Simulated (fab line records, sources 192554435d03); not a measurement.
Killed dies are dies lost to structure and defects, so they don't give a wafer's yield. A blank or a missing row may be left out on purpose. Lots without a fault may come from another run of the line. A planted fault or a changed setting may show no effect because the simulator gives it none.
Chamber matching | flow n5_finfet | N5_BEOL_M1_ETCH_77 on rie_diel-02: 4 sister chambers
The step etches underlayer in N2/H2, target depth 6.5 nm, time 5.2 s. 8 wafers are shown with their chamber, then 7 later ones without.

WAFERS WITH THEIR CHAMBER
wafer  | chamber | showerhead_plenum_p_Torr (Torr) | throttle_valve_pct (%)
L080.5 | 3       | 2.46                            | 18.12
L082.1 | 2       | 2.52                            | 17.94
L082.4 | 0       | 2.55                            | 18.14
L086.2 | 2       | 2.52                            | 17.96
L086.3 | 0       | 2.55                            | 18.15
L086.4 | 1       | 2.64                            | 17.92
L088.1 | 3       | 2.45                            | 18.12
L088.3 | 1       | 2.63                            | 17.92

WAFERS WITHOUT THEIR CHAMBER
wafer  | showerhead_plenum_p_Torr (Torr) | throttle_valve_pct (%)
L088.5 | 2.45                            | 18.15
L096.2 | 2.54                            | 18.19
L096.3 | 2.63                            | 17.95
L096.5 | 2.63                            | 17.96
L097.2 | 2.51                            | 17.99
L097.4 | 2.45                            | 18.17
L097.6 | 2.63                            | 17.94

WHICH CHAMBER EACH WENT THROUGH
wafer  | from the rows above | in truth
L088.5 | 3                   | 3
L096.2 | 0                   | 0
L096.3 | 1                   | 1
L096.5 | 1                   | 1
L097.2 | 2                   | 2
L097.4 | 3                   | 3
L097.6 | 1                   | 1
Placed correctly: 7 of 7. Can't be placed from these rows: 0. Placed wrongly: 0.
How it was worked out, from the rows above alone: a wafer's distance from a chamber is the root of the sum, over the readings, of the square of ((its reading less the chamber's mean) divided by the reading's scatter). The wafer belongs to the nearest chamber; if the next one is less than 2 further off, it can't be placed. A chamber's mean is the mean of its shown wafers. The scatter: the root of (the sum of the squares of (reading less its chamber's mean) over the shown wafers, divided by (wafers less chambers)).
